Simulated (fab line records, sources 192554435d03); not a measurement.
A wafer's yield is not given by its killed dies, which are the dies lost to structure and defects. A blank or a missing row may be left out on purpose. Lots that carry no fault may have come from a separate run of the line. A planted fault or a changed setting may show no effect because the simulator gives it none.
Chamber matching ; flow n5_finfet ; 4 sister chambers for N5_MOL_CONTACT_COAG_CMP_23 on cmp-04
The step polishes, stops on SiO2, t overpolish 1.5 s, target thk 0 nm. 18 wafers are shown with their chamber, then 9 later ones without.

## WAFERS, EACH WITH ITS CHAMBER
wafer;chamber;motor_current_A (A);time_to_endpoint_s (s);overpolish_run_s (s)
L074.3;1;8.9;13.4;1.495
L074.4;2;7.1;9.4;1.508
L074.5;3;8.5;15.0;1.504
L075.2;1;8.7;12.8;1.495
L075.3;3;7.7;13.8;1.480
L075.5;1;8.3;12.1;1.500
L076.1;0;7.8;9.0;1.494
L076.2;1;9.3;9.5;1.510
L076.4;3;7.9;9.7;1.504
L077.4;2;7.3;4.9;1.501
L077.5;2;6.9;6.4;1.501
L077.6;3;8.0;12.6;1.507
L079.2;2;7.2;9.0;1.516
L079.3;1;9.0;13.3;1.497
L079.4;3;8.2;13.3;1.489
L082.1;2;7.0;8.3;1.483
L082.2;1;8.7;12.1;1.514
L082.6;3;7.9;9.8;1.502

SIGNATURES, as means of the wafers listed above
reading;chamber 0;chamber 1;chamber 2;chamber 3;scatter within a chamber
motor_current_A;7.800;8.817;7.100;8.033;0.275
time_to_endpoint_s;9.000;12.200;7.600;12.367;1.86
overpolish_run_s;1.49400;1.50183;1.50180;1.49767;0.0104
Rule: distance of a wafer from a chamber = root of the sum over the readings of ((wafer's reading minus chamber's mean) / reading's scatter) squared. If the next closest chamber is less than 2 further off than the closest, the wafer can't be placed; otherwise it belongs to the closest. The scatter: the root of (the sum of the squares of (reading less its chamber's mean) over the shown wafers, divided by (wafers less chambers)).

## WAFERS WHOSE CHAMBER IS MISSING
wafer;motor_current_A (A);time_to_endpoint_s (s);overpolish_run_s (s)
L084.2;7.7;13.4;1.505
L084.4;8.9;11.7;1.496
L084.6;8.2;12.6;1.502
L085.1;8.0;10.7;1.497
L085.4;7.4;4.8;1.494
L085.5;7.3;6.6;1.506
L096.3;7.5;6.9;1.511
L096.4;9.0;11.4;1.496
L096.6;7.3;8.6;1.509

## WHICH CHAMBER EACH WENT THROUGH
wafer;from the rows above;in truth
L084.2;can't be placed: 3 or 0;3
L084.4;1;1
L084.6;can't be placed: 3 or 1 or 0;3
L085.1;can't be placed: 3 or 0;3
L085.4;can't be placed: 2 or 0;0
L085.5;can't be placed: 2 or 0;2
L096.3;can't be placed: 2 or 0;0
L096.4;1;1
L096.6;can't be placed: 2 or 0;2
2 of 9 placed correctly. Cannot be placed on the basis of these rows: 7; the candidates contain the true chamber in 7. Placed wrongly: 0.
